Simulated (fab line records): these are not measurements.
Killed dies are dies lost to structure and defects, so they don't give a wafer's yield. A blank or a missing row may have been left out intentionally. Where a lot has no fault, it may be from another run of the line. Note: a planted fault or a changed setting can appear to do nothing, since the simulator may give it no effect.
fab line records / flow n5Finfet / part 2 of 2: steps 20 to 26 of 26
record: lots: 5 wafers: 15 lastDay: 18
route steps=1938 shown MOL_CONTACT_COAG@588
lots that met no fault: from a run of the same line without faults
startH: hours from the record's first day to the start of the lot's first wafer shown / waitH: hours from the lot's prior step to this one / " as in the row above / L1.1+2: a row that stands for several wafers / - no value, or no start given / * or withheld: withheld / < > ~ a bound
route shown NAME@n: a module of which the file shows steps, and the number in the route of the first / usual: mean/standard deviation of fault-free wafers / same: alike in all rows / chamber/n: place in a boat / sites: per-site readings / _std_site: the values' standard deviation / _edge_site: the outer-site mean with the inner-site mean subtracted / radiusMm: for every site, how far away it sits from the centre of the wafer / mask NAME#n: copy n / behind: the most recent tool/chamber to have shaped the wafer / hold: what put the lot on hold/how long, in hours/how the hold closed / device: whichever transistor did not switch (one of n, p or np) / end of line: tests run on the same wafers once the route is complete / a step with no rows: only its recipe / killed: the dies lost at the first sort to structure and to defects; this is not the yield of the wafer / map: a wafer's dies, x killed, . not, _ none there
set.NAME: setting as actually run; set.NAME@STEP: the setting as run at that earlier step / model.NAME: the simulator's own value behind a step, which no gauge read
lots at some steps of the route; a table a step, a row a wafer
services: the hour from which a tool's chamber was out of use, counted from the record's first day as startH (under 0 if before that day), plus the number of hours and why
== steps ==
step: N5_MOL_CONTACT_COAG_ETCH_66
recipe: chemistry: CF4 target: SiARC targetDepthA: 130 maskMaterial: CAR-EUV timeS: 21.7 ionEnergyEv: 80 pressureMtorr: 40 sourceW: 545 biasW: 36 Ar_flow_sccm: 100 cf4FlowSccm: 100 ends: cleared
usual: drypumpMotorCurrentA: 6.0/0.41 etchRfOnTimeS: 21.6/0.76 oesProductAu: 0.69/0.074 rfVppV: 184.3/1.3 showerheadPlenumPTorr: 2.16/0.085 throttleValvePct: 15.59/0.25
lot.wafer=L079.3 tool=rieDiel-03 chamber=0 startH=132.80 waitH=0.0 drypumpMotorCurrentA=5.7 etchRfOnTimeS=21.5 oesProductAu=0.61 rfHoursCounterH=217 rfVppV=182.4 showerheadPlenumPTorr=2.04 throttleValvePct=15.87
lot.wafer=L079.4 tool=rieDiel-03 chamber=3 startH=132.80 waitH=0.0 drypumpMotorCurrentA=5.4 etchRfOnTimeS=22.1 oesProductAu=0.75 rfHoursCounterH=24 rfVppV=185.1 showerheadPlenumPTorr=2.26 throttleValvePct=15.22
lot.wafer=L079.5 tool=rieDiel-03 chamber=3 startH=132.80 waitH=0.0 drypumpMotorCurrentA=5.4 etchRfOnTimeS=22.1 oesProductAu=0.75 rfHoursCounterH=- rfVppV=186.4 showerheadPlenumPTorr=2.26 throttleValvePct=15.22
lot.wafer=L082.1 tool=rieDiel-04 chamber=0 startH=144.74 waitH=0.0 drypumpMotorCurrentA=6.3 etchRfOnTimeS=21.3 oesProductAu=0.81 rfHoursCounterH=13 rfVppV=182.6 showerheadPlenumPTorr=2.11 throttleValvePct=15.30
lot.wafer=L082.5 tool=rieDiel-04 chamber=2 startH=144.74 waitH=0.0 drypumpMotorCurrentA=6.4 etchRfOnTimeS=21.5 oesProductAu=0.61 rfHoursCounterH=- rfVppV=183.3 showerheadPlenumPTorr=2.04 throttleValvePct=16.08
lot.wafer=L082.6 tool=rieDiel-04 chamber=1 startH=144.74 waitH=0.0 drypumpMotorCurrentA=6.3 etchRfOnTimeS=21.0 oesProductAu=0.77 rfHoursCounterH=- rfVppV=184.0 showerheadPlenumPTorr=2.19 throttleValvePct=15.63
lot.wafer=L093.1 tool=rieDiel-02 chamber=3 startH=217.00 waitH=0.0 drypumpMotorCurrentA=6.3 etchRfOnTimeS=21.9 oesProductAu=0.73 rfHoursCounterH=52 rfVppV=183.3 showerheadPlenumPTorr=2.17 throttleValvePct=15.53
lot.wafer=L093.4 tool=rieDiel-02 chamber=0 startH=217.00 waitH=0.0 drypumpMotorCurrentA=6.4 etchRfOnTimeS=21.9 oesProductAu=0.61 rfHoursCounterH=201 rfVppV=183.4 showerheadPlenumPTorr=2.04 throttleValvePct=15.81
lot.wafer=L093.5 tool=rieDiel-02 chamber=2 startH=217.00 waitH=0.0 drypumpMotorCurrentA=6.0 etchRfOnTimeS=20.2 oesProductAu=0.68 rfHoursCounterH=- rfVppV=185.2 showerheadPlenumPTorr=2.24 throttleValvePct=15.58
lot.wafer=L094.1 tool=rieDiel-03 chamber=2 startH=222.69 waitH=0.0 drypumpMotorCurrentA=5.1 etchRfOnTimeS=23.1 oesProductAu=0.58 rfHoursCounterH=217 rfVppV=182.4 showerheadPlenumPTorr=2.12 throttleValvePct=15.66
lot.wafer=L094.2 tool=rieDiel-03 chamber=1 startH=222.69 waitH=0.0 drypumpMotorCurrentA=5.8 etchRfOnTimeS=22.3 oesProductAu=0.70 rfHoursCounterH=74 rfVppV=183.8 showerheadPlenumPTorr=2.19 throttleValvePct=15.94
lot.wafer=L094.6 tool=rieDiel-03 chamber=3 startH=222.69 waitH=0.0 drypumpMotorCurrentA=5.4 etchRfOnTimeS=22.0 oesProductAu=0.69 rfHoursCounterH=- rfVppV=185.6 showerheadPlenumPTorr=2.25 throttleValvePct=15.29
lot.wafer=L096.2 tool=rieDiel-02 chamber=3 startH=230.54 waitH=0.0 drypumpMotorCurrentA=6.3 etchRfOnTimeS=22.0 oesProductAu=0.73 rfHoursCounterH=59 rfVppV=184.4 showerheadPlenumPTorr=2.17 throttleValvePct=15.54
lot.wafer=L096.3 tool=rieDiel-02 chamber=1 startH=230.54 waitH=0.0 drypumpMotorCurrentA=6.2 etchRfOnTimeS=21.6 oesProductAu=0.75 rfHoursCounterH=32 rfVppV=185.7 showerheadPlenumPTorr=2.26 throttleValvePct=15.29
lot.wafer=L096.6 tool=rieDiel-02 chamber=2 startH=230.54 waitH=0.0 drypumpMotorCurrentA=6.0 etchRfOnTimeS=20.5 oesProductAu=0.67 rfHoursCounterH=- rfVppV=184.8 showerheadPlenumPTorr=2.24 throttleValvePct=15.58
step: N5_MOL_CONTACT_COAG_ALD_133
recipe: material: SiO2 targetThkA: 50 tempC: 100 aldPrecursorFamily: BDEAS aldCoReactant: O2-plasma pulseTimeS: 1 coReactantPulseTimeS: 1 purgeTimeS: 2 coReactantPurgeTimeS: 2 aldCycles: 35 pressureTorr: 2
usual: heaterPowerW: 80/6.6 precursorPulseHeightRel: 1.000/0.023
same: purgeTimeS: 2
lot.wafer=L079.3 tool=aldSin-04 chamber=1 startH=132.88 waitH=0.1 heaterPowerW=72 precursorPulseHeightRel=0.985 sinceWetCleanH=125
lot.wafer=L079.4 tool=aldSin-04 chamber=3 startH=132.88 waitH=0.1 heaterPowerW=86 precursorPulseHeightRel=0.997 sinceWetCleanH=125
lot.wafer=L079.5 tool=aldSin-04 chamber=2 startH=132.88 waitH=0.1 heaterPowerW=90 precursorPulseHeightRel=0.997 sinceWetCleanH=-
lot.wafer=L082.1 tool=aldSin-04 chamber=1 startH=145.24 waitH=0.5 heaterPowerW=74 precursorPulseHeightRel=1.025 sinceWetCleanH=137
lot.wafer=L082.5 tool=aldSin-04 chamber=2 startH=145.24 waitH=0.5 heaterPowerW=90 precursorPulseHeightRel=0.961 sinceWetCleanH=-
lot.wafer=L082.6 tool=aldSin-04 chamber=3 startH=145.24 waitH=0.5 heaterPowerW=84 precursorPulseHeightRel=0.991 sinceWetCleanH=-
lot.wafer=L093.1 tool=aldSin-04 chamber=2 startH=217.08 waitH=0.1 heaterPowerW=89 precursorPulseHeightRel=0.989 sinceWetCleanH=209
lot.wafer=L093.4 tool=aldSin-04 chamber=1 startH=217.08 waitH=0.1 heaterPowerW=74 precursorPulseHeightRel=0.989 sinceWetCleanH=-
lot.wafer=L093.5 tool=aldSin-04 chamber=2 startH=217.08 waitH=0.1 heaterPowerW=91 precursorPulseHeightRel=0.997 sinceWetCleanH=-
lot.wafer=L094.1 tool=aldSin-04 chamber=1 startH=222.78 waitH=0.1 heaterPowerW=73 precursorPulseHeightRel=0.967 sinceWetCleanH=215
lot.wafer=L094.2 tool=aldSin-04 chamber=0 startH=222.78 waitH=0.1 heaterPowerW=71 precursorPulseHeightRel=0.997 sinceWetCleanH=215
lot.wafer=L094.6 tool=aldSin-04 chamber=3 startH=222.78 waitH=0.1 heaterPowerW=84 precursorPulseHeightRel=0.980 sinceWetCleanH=-
lot.wafer=L096.2 tool=aldSin-01 chamber=2 startH=230.62 waitH=0.1 heaterPowerW=81 precursorPulseHeightRel=0.995 sinceWetCleanH=327
lot.wafer=L096.3 tool=aldSin-01 chamber=1 startH=230.62 waitH=0.1 heaterPowerW=74 precursorPulseHeightRel=1.012 sinceWetCleanH=327
lot.wafer=L096.6 tool=aldSin-01 chamber=2 startH=230.62 waitH=0.1 heaterPowerW=80 precursorPulseHeightRel=1.020 sinceWetCleanH=-
step: N5_MOL_CONTACT_COAG_ETCHBACK_134
recipe: chemistry: CHF3 target: SiO2 targetDepthA: 100 timeS: 6.7 ionEnergyEv: 200 pressureMtorr: 30 sourceW: 610 biasW: 170 Ar_flow_sccm: 200 CHF3_flow_sccm: 50
usual: drypumpMotorCurrentA: 5.9/0.44 oesProductAu: 0.81/0.084 rfVppV: 531/11 showerheadPlenumPTorr: 2.40/0.097 throttleValvePct: 18.70/0.22
lot.wafer=L079.3 tool=rieDiel-02 chamber=0 startH=133.07 waitH=0.1 drypumpMotorCurrentA=6.4 oesProductAu=0.74 rfHoursCounterH=157 rfVppV=542 showerheadPlenumPTorr=2.29 throttleValvePct=18.83
lot.wafer=L079.4 tool=rieDiel-02 chamber=0 startH=133.07 waitH=0.1 drypumpMotorCurrentA=6.4 oesProductAu=0.73 rfHoursCounterH=- rfVppV=540 showerheadPlenumPTorr=2.29 throttleValvePct=18.85
lot.wafer=L079.5 tool=rieDiel-02 chamber=2 startH=133.07 waitH=0.1 drypumpMotorCurrentA=6.0 oesProductAu=0.83 rfHoursCounterH=- rfVppV=536 showerheadPlenumPTorr=2.51 throttleValvePct=18.63
lot.wafer=L082.1 tool=rieDiel-02 chamber=3 startH=145.42 waitH=0.1 drypumpMotorCurrentA=6.3 oesProductAu=0.90 rfHoursCounterH=30 rfVppV=524 showerheadPlenumPTorr=2.43 throttleValvePct=18.68
lot.wafer=L082.5 tool=rieDiel-02 chamber=0 startH=145.42 waitH=0.1 drypumpMotorCurrentA=6.4 oesProductAu=0.74 rfHoursCounterH=- rfVppV=541 showerheadPlenumPTorr=2.29 throttleValvePct=18.87
lot.wafer=L082.6 tool=rieDiel-02 chamber=1 startH=145.42 waitH=0.1 drypumpMotorCurrentA=6.2 oesProductAu=0.96 rfHoursCounterH=- rfVppV=532 showerheadPlenumPTorr=2.54 throttleValvePct=18.42
lot.wafer=L093.1 tool=rieDiel-04 chamber=3 startH=217.26 waitH=0.1 drypumpMotorCurrentA=5.3 oesProductAu=0.88 rfHoursCounterH=43 rfVppV=514 showerheadPlenumPTorr=2.32 throttleValvePct=18.39
lot.wafer=L093.4 tool=rieDiel-04 chamber=1 startH=217.26 waitH=0.1 drypumpMotorCurrentA=6.3 oesProductAu=0.88 rfHoursCounterH=54 rfVppV=516 showerheadPlenumPTorr=2.43 throttleValvePct=18.78
lot.wafer=L093.5 tool=rieDiel-04 chamber=0 startH=217.26 waitH=0.1 drypumpMotorCurrentA=6.3 oesProductAu=0.93 rfHoursCounterH=- rfVppV=530 showerheadPlenumPTorr=2.32 throttleValvePct=18.35
lot.wafer=L094.1 tool=rieDiel-03 chamber=2 startH=222.96 waitH=0.1 drypumpMotorCurrentA=5.1 oesProductAu=0.69 rfHoursCounterH=217 rfVppV=540 showerheadPlenumPTorr=2.37 throttleValvePct=18.83
lot.wafer=L094.2 tool=rieDiel-03 chamber=1 startH=222.96 waitH=0.1 drypumpMotorCurrentA=5.9 oesProductAu=0.82 rfHoursCounterH=74 rfVppV=523 showerheadPlenumPTorr=2.43 throttleValvePct=19.06
lot.wafer=L094.6 tool=rieDiel-03 chamber=3 startH=222.96 waitH=0.1 drypumpMotorCurrentA=5.5 oesProductAu=0.82 rfHoursCounterH=- rfVppV=544 showerheadPlenumPTorr=2.50 throttleValvePct=18.44
lot.wafer=L096.2 tool=rieDiel-03 chamber=3 startH=230.80 waitH=0.1 drypumpMotorCurrentA=5.4 oesProductAu=0.81 rfHoursCounterH=68 rfVppV=543 showerheadPlenumPTorr=2.50 throttleValvePct=18.44
lot.wafer=L096.3 tool=rieDiel-03 chamber=2 startH=230.80 waitH=0.1 drypumpMotorCurrentA=5.1 oesProductAu=0.69 rfHoursCounterH=221 rfVppV=541 showerheadPlenumPTorr=2.36 throttleValvePct=18.82
lot.wafer=L096.6 tool=rieDiel-03 chamber=1 startH=230.80 waitH=0.1 drypumpMotorCurrentA=5.9 oesProductAu=0.81 rfHoursCounterH=- rfVppV=522 showerheadPlenumPTorr=2.42 throttleValvePct=19.06
step: N5_MOL_CONTACT_COAG_ETCH_67
recipe: chemistry: N2/H2 target: SOC targetDepthA: 600 overetchA: 210 maskMaterial: SiARC tempC: 40 timeS: 101.2 ionEnergyEv: 200 pressureMtorr: 30 sourceW: 840 biasW: 150 n2FlowSccm: 200 h2FlowSccm: 200
usual: drypumpMotorCurrentA: 5.9/0.44 n2FlowSccm: 199.9/0.56 oesProductAu: 0.68/0.068 rfVppV: 525/3.1 showerheadPlenumPTorr: 2.56/0.11 tempC: 39.99/0.099 throttleValvePct: 17.81/0.22
lot.wafer=L079.3 tool=rieDiel-02 chamber=0 startH=133.11 waitH=0.0 drypumpMotorCurrentA=6.4 n2FlowSccm=199.9 oesProductAu=0.63 rfHoursCounterH=158 rfVppV=520 showerheadPlenumPTorr=2.44 tempC=39.95 throttleValvePct=18.00
lot.wafer=L079.4 tool=rieDiel-02 chamber=0 startH=133.11 waitH=0.0 drypumpMotorCurrentA=6.4 n2FlowSccm=199.5 oesProductAu=0.62 rfHoursCounterH=- rfVppV=523 showerheadPlenumPTorr=2.44 tempC=39.89 throttleValvePct=18.02
lot.wafer=L079.5 tool=rieDiel-02 chamber=2 startH=133.11 waitH=0.0 drypumpMotorCurrentA=6.0 n2FlowSccm=200.4 oesProductAu=0.67 rfHoursCounterH=- rfVppV=527 showerheadPlenumPTorr=2.67 tempC=39.93 throttleValvePct=17.61
lot.wafer=L082.1 tool=rieDiel-02 chamber=3 startH=145.45 waitH=0.0 drypumpMotorCurrentA=6.4 n2FlowSccm=199.3 oesProductAu=0.77 rfHoursCounterH=30 rfVppV=526 showerheadPlenumPTorr=2.61 tempC=40.03 throttleValvePct=17.90
lot.wafer=L082.5 tool=rieDiel-02 chamber=0 startH=145.45 waitH=0.0 drypumpMotorCurrentA=6.4 n2FlowSccm=200.3 oesProductAu=0.62 rfHoursCounterH=- rfVppV=521 showerheadPlenumPTorr=2.44 tempC=40.02 throttleValvePct=18.02
lot.wafer=L082.6 tool=rieDiel-02 chamber=1 startH=145.45 waitH=0.0 drypumpMotorCurrentA=6.2 n2FlowSccm=199.0 oesProductAu=0.81 rfHoursCounterH=- rfVppV=529 showerheadPlenumPTorr=2.73 tempC=39.95 throttleValvePct=17.58
lot.wafer=L093.1 tool=rieDiel-04 chamber=3 startH=217.29 waitH=0.0 drypumpMotorCurrentA=5.3 n2FlowSccm=199.9 oesProductAu=0.72 rfHoursCounterH=43 rfVppV=523 showerheadPlenumPTorr=2.47 tempC=39.82 throttleValvePct=17.40
lot.wafer=L093.4 tool=rieDiel-04 chamber=1 startH=217.29 waitH=0.0 drypumpMotorCurrentA=6.3 n2FlowSccm=199.8 oesProductAu=0.73 rfHoursCounterH=54 rfVppV=525 showerheadPlenumPTorr=2.58 tempC=39.97 throttleValvePct=17.76
lot.wafer=L093.5 tool=rieDiel-04 chamber=0 startH=217.29 waitH=0.0 drypumpMotorCurrentA=6.3 n2FlowSccm=200.3 oesProductAu=0.77 rfHoursCounterH=- rfVppV=522 showerheadPlenumPTorr=2.48 tempC=39.99 throttleValvePct=17.41
lot.wafer=L094.1 tool=rieDiel-03 chamber=2 startH=222.99 waitH=0.0 drypumpMotorCurrentA=5.1 n2FlowSccm=199.5 oesProductAu=0.59 rfHoursCounterH=217 rfVppV=524 showerheadPlenumPTorr=2.53 tempC=39.96 throttleValvePct=18.07
lot.wafer=L094.2 tool=rieDiel-03 chamber=1 startH=222.99 waitH=0.0 drypumpMotorCurrentA=6.0 n2FlowSccm=200.3 oesProductAu=0.69 rfHoursCounterH=74 rfVppV=523 showerheadPlenumPTorr=2.56 tempC=40.04 throttleValvePct=17.89
lot.wafer=L094.6 tool=rieDiel-03 chamber=3 startH=222.99 waitH=0.0 drypumpMotorCurrentA=5.4 n2FlowSccm=199.8 oesProductAu=0.70 rfHoursCounterH=- rfVppV=528 showerheadPlenumPTorr=2.69 tempC=39.72 throttleValvePct=17.62
lot.wafer=L096.2 tool=rieDiel-03 chamber=3 startH=230.84 waitH=0.0 drypumpMotorCurrentA=5.4 n2FlowSccm=199.5 oesProductAu=0.69 rfHoursCounterH=68 rfVppV=526 showerheadPlenumPTorr=2.69 tempC=40.10 throttleValvePct=17.62
lot.wafer=L096.3 tool=rieDiel-03 chamber=2 startH=230.84 waitH=0.0 drypumpMotorCurrentA=5.1 n2FlowSccm=200.4 oesProductAu=0.59 rfHoursCounterH=221 rfVppV=523 showerheadPlenumPTorr=2.53 tempC=39.88 throttleValvePct=18.09
lot.wafer=L096.6 tool=rieDiel-03 chamber=1 startH=230.84 waitH=0.0 drypumpMotorCurrentA=5.9 n2FlowSccm=199.9 oesProductAu=0.70 rfHoursCounterH=- rfVppV=525 showerheadPlenumPTorr=2.56 tempC=39.85 throttleValvePct=17.90
step: N5_MOL_CONTACT_COAG_STRIP_68
recipe: chemistry: N2/H2 tempC: 40 n2FlowSccm: 200 h2FlowSccm: 200 rfFrequencyHz: 6e+07
lot.wafer=L079.3+4+5 tool=rieDiel-02 chamber=0,0,2 startH=133.18 waitH=0.0
lot.wafer=L082.1+5+6 tool=rieDiel-02 chamber=3,0,1 startH=145.52 waitH=0.0
lot.wafer=L093.1+4+5 tool=rieDiel-04 chamber=3,1,0 startH=217.36 waitH=0.0
lot.wafer=L094.1+2+6 tool=rieDiel-03 chamber=2,1,3 startH=223.06 waitH=0.0
lot.wafer=L096.2+3+6 tool=rieDiel-03 chamber=3,2,1 startH=230.91 waitH=0.0
step: N5_MOL_CONTACT_COAG_STRIP_69
recipe: chemistry: N2/H2 tempC: 40 n2FlowSccm: 200 h2FlowSccm: 200 rfFrequencyHz: 6e+07
lot.wafer=L079.3+4+5 tool=rieDiel-02 chamber=0,0,2 startH=133.19 waitH=0.0
lot.wafer=L082.1+5+6 tool=rieDiel-02 chamber=3,0,1 startH=145.53 waitH=0.0
lot.wafer=L093.1+4+5 tool=rieDiel-04 chamber=3,1,0 startH=217.37 waitH=0.0
lot.wafer=L094.1+2+6 tool=rieDiel-03 chamber=2,1,3 startH=223.07 waitH=0.0
lot.wafer=L096.2+3+6 tool=rieDiel-03 chamber=3,2,1 startH=230.92 waitH=0.0
step: N5_MOL_CONTACT_COAG_ETCHBACK_136
recipe: chemistry: CHF3 target: SiO2 targetDepthA: 250 timeS: 16.7 ionEnergyEv: 200 pressureMtorr: 30 sourceW: 610 biasW: 170 Ar_flow_sccm: 200 CHF3_flow_sccm: 50
usual: drypumpMotorCurrentA: 5.9/0.43 oesProductAu: 0.81/0.084 rfVppV: 531/11 showerheadPlenumPTorr: 2.40/0.097 throttleValvePct: 18.70/0.22
lot.wafer=L079.3 tool=rieDiel-02 chamber=0 startH=133.20 waitH=0.0 drypumpMotorCurrentA=6.4 oesProductAu=0.73 rfHoursCounterH=158 rfVppV=541 showerheadPlenumPTorr=2.29 throttleValvePct=18.86
lot.wafer=L079.4 tool=rieDiel-02 chamber=0 startH=133.20 waitH=0.0 drypumpMotorCurrentA=6.4 oesProductAu=0.74 rfHoursCounterH=- rfVppV=540 showerheadPlenumPTorr=2.29 throttleValvePct=18.86
lot.wafer=L079.5 tool=rieDiel-02 chamber=2 startH=133.20 waitH=0.0 drypumpMotorCurrentA=6.0 oesProductAu=0.82 rfHoursCounterH=- rfVppV=536 showerheadPlenumPTorr=2.51 throttleValvePct=18.62
lot.wafer=L082.1 tool=rieDiel-02 chamber=3 startH=145.54 waitH=0.0 drypumpMotorCurrentA=6.3 oesProductAu=0.91 rfHoursCounterH=30 rfVppV=525 showerheadPlenumPTorr=2.43 throttleValvePct=18.69
lot.wafer=L082.5 tool=rieDiel-02 chamber=0 startH=145.54 waitH=0.0 drypumpMotorCurrentA=6.4 oesProductAu=0.74 rfHoursCounterH=- rfVppV=540 showerheadPlenumPTorr=2.29 throttleValvePct=18.86
lot.wafer=L082.6 tool=rieDiel-02 chamber=1 startH=145.54 waitH=0.0 drypumpMotorCurrentA=6.2 oesProductAu=0.96 rfHoursCounterH=- rfVppV=532 showerheadPlenumPTorr=2.54 throttleValvePct=18.41
lot.wafer=L093.1 tool=rieDiel-04 chamber=3 startH=217.38 waitH=0.0 drypumpMotorCurrentA=5.3 oesProductAu=0.88 rfHoursCounterH=43 rfVppV=516 showerheadPlenumPTorr=2.32 throttleValvePct=18.40
lot.wafer=L093.4 tool=rieDiel-04 chamber=1 startH=217.38 waitH=0.0 drypumpMotorCurrentA=6.3 oesProductAu=0.88 rfHoursCounterH=54 rfVppV=518 showerheadPlenumPTorr=2.43 throttleValvePct=18.77
lot.wafer=L093.5 tool=rieDiel-04 chamber=0 startH=217.38 waitH=0.0 drypumpMotorCurrentA=6.3 oesProductAu=0.93 rfHoursCounterH=- rfVppV=530 showerheadPlenumPTorr=2.32 throttleValvePct=18.36
lot.wafer=L094.1 tool=rieDiel-03 chamber=2 startH=223.08 waitH=0.0 drypumpMotorCurrentA=5.1 oesProductAu=0.68 rfHoursCounterH=217 rfVppV=540 showerheadPlenumPTorr=2.37 throttleValvePct=18.82
lot.wafer=L094.2 tool=rieDiel-03 chamber=1 startH=223.08 waitH=0.0 drypumpMotorCurrentA=5.9 oesProductAu=0.81 rfHoursCounterH=74 rfVppV=522 showerheadPlenumPTorr=2.43 throttleValvePct=19.05
lot.wafer=L094.6 tool=rieDiel-03 chamber=3 startH=223.08 waitH=0.0 drypumpMotorCurrentA=5.4 oesProductAu=0.82 rfHoursCounterH=- rfVppV=545 showerheadPlenumPTorr=2.50 throttleValvePct=18.45
lot.wafer=L096.2 tool=rieDiel-03 chamber=3 startH=230.93 waitH=0.0 drypumpMotorCurrentA=5.4 oesProductAu=0.82 rfHoursCounterH=68 rfVppV=543 showerheadPlenumPTorr=2.50 throttleValvePct=18.44
lot.wafer=L096.3 tool=rieDiel-03 chamber=2 startH=230.93 waitH=0.0 drypumpMotorCurrentA=5.1 oesProductAu=0.69 rfHoursCounterH=221 rfVppV=540 showerheadPlenumPTorr=2.36 throttleValvePct=18.83
lot.wafer=L096.6 tool=rieDiel-03 chamber=1 startH=230.93 waitH=0.0 drypumpMotorCurrentA=5.9 oesProductAu=0.82 rfHoursCounterH=- rfVppV=521 showerheadPlenumPTorr=2.42 throttleValvePct=19.06
== services ==
tool=rieDiel-04 chamber=0 startH=111.02 hours=1.2 kind=repair
tool=euvScanner-01 chamber=- startH=120.61 hours=5.8 kind=pm
tool=plasmaAsher-01 chamber=- startH=121.47 hours=0.7 kind=repair
tool=euvScanner-02 chamber=- startH=121.77 hours=0.3 kind=repair
tool=euvScanner-02 chamber=- startH=125.88 hours=0.3 kind=repair
tool=plasmaAsher-01 chamber=- startH=129.22 hours=2.8 kind=pm
tool=rieDiel-02 chamber=1 startH=132.22 hours=- kind=clean
tool=rieDiel-02 chamber=1 startH=132.22 hours=- kind=consumableReplace:focusRing
tool=rieDiel-02 chamber=1 startH=132.22 hours=- kind=consumableReplace:showerhead
tool=rieDiel-02 chamber=1 startH=132.22 hours=12.2 kind=scheduledDown
tool=rieDiel-02 chamber=1 startH=132.22 hours=12.2 kind=ventCycle
tool=euvScanner-02 chamber=- startH=148.44 hours=1.0 kind=pm
tool=euvScanner-01 chamber=- startH=149.45 hours=1.0 kind=pm
tool=euvScanner-02 chamber=- startH=150.46 hours=4.6 kind=pm
tool=rieDiel-04 chamber=- startH=153.03 hours=28.1 kind=pm
tool=rieDiel-02 chamber=1 startH=162.01 hours=21.4 kind=repair
tool=aldSin-04 chamber=3 startH=173.31 hours=5.0 kind=repair
tool=rieDiel-02 chamber=3 startH=179.16 hours=26.0 kind=repair
tool=rieDiel-04 chamber=- startH=181.13 hours=14.6 kind=pm
tool=euvScanner-02 chamber=- startH=196.42 hours=0.3 kind=repair
tool=aldSin-01 chamber=3 startH=204.32 hours=16.5 kind=repair
tool=euvScanner-02 chamber=- startH=204.59 hours=1.0 kind=pm
tool=euvScanner-01 chamber=- startH=205.63 hours=1.0 kind=pm
tool=rieDiel-03 chamber=0 startH=229.05 hours=- kind=clean
